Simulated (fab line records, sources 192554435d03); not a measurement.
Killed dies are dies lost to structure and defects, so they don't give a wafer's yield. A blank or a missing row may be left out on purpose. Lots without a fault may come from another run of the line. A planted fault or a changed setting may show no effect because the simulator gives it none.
One fault seen from 2 desks | flow n5_finfet | each desk has only its own numbers; what lay behind them comes last

THE METROLOGY DESK
What the gauges read, lot by lot, whatever tool the lot ran on: means of the sampled wafers that have a number. A lot is out of limits, marked OUT, if its mean lies more than 4 standard deviations from the usual mean; the brackets give that distance.
Columns: A = M8_RS at N5_BEOL_M8_RS_MEAS_57, usual 0.283 ohm/sq
lot  | first seen here | A
L292 | day 10 14:13    | 0.275
L291 | day 10 16:05    | 0.280
L293 | day 11 02:05    | 0.279
L297 | day 11 10:35    | 0.279
L298 | day 12 15:31    | 0.275
L305 | day 14 11:55    | 0.299
L306 | day 14 22:43    | 0.294
L310 | day 14 23:23    | 0.293
L308 | day 15 06:54    | 0.272
L311 | day 15 16:04    | 0.282
L309 | day 15 17:54    | 0.275
This desk's finding: nothing out of limits on any of the 11 lots.

THE TOOL OWNER'S DESK: rie_diel-05
The tool's own readings at N5_BEOL_M9_ETCH_61 (etches SiARC in CF4, target depth 39 nm, time 65 s): means of the sampled wafers that have a number, for each lot that ran on this tool. A lot is out of limits, marked OUT, if its mean lies more than 4 standard deviations from the usual mean; the brackets give that distance.
Columns: A = drypump_motor_current_A at N5_BEOL_M9_ETCH_61, usual 5.6 A; B = etch_rf_on_time_s at N5_BEOL_M9_ETCH_61, usual 65.2 s; C = oes_product_au at N5_BEOL_M9_ETCH_61, usual 0.66 a.u.; D = rf_vpp_V at N5_BEOL_M9_ETCH_61, usual 184.0 V; E = showerhead_plenum_p_Torr at N5_BEOL_M9_ETCH_61, usual 2.14 Torr; F = throttle_valve_pct at N5_BEOL_M9_ETCH_61, usual 15.64 %
lot  | first seen here | A   | B    | C    | D     | E    | F
L292 | day 10 16:11    | 5.5 | 63.8 | 0.72 | 183.8 | 2.11 | 15.29
L291 | day 10 18:14    | 5.5 | 64.1 | 0.65 | 183.9 | 2.16 | 15.53
L297 | day 11 11:52    | 5.5 | 64.5 | 0.74 | 184.6 | 2.12 | 15.38
L305 | day 14 13:55    | 5.9 | 67.5 | 0.67 | 184.4 | 2.13 | 15.31
L306 | day 15 00:49    | 5.9 | 68.5 | 0.67 | 183.8 | 2.12 | 15.32
This desk's finding: nothing out of limits on any of the 5 lots.

PUT TOGETHER
The metrology desk saw nothing out of limits.
The tool owner's desk saw nothing out of limits.

WHAT THE SIMULATOR HAD PUT IN
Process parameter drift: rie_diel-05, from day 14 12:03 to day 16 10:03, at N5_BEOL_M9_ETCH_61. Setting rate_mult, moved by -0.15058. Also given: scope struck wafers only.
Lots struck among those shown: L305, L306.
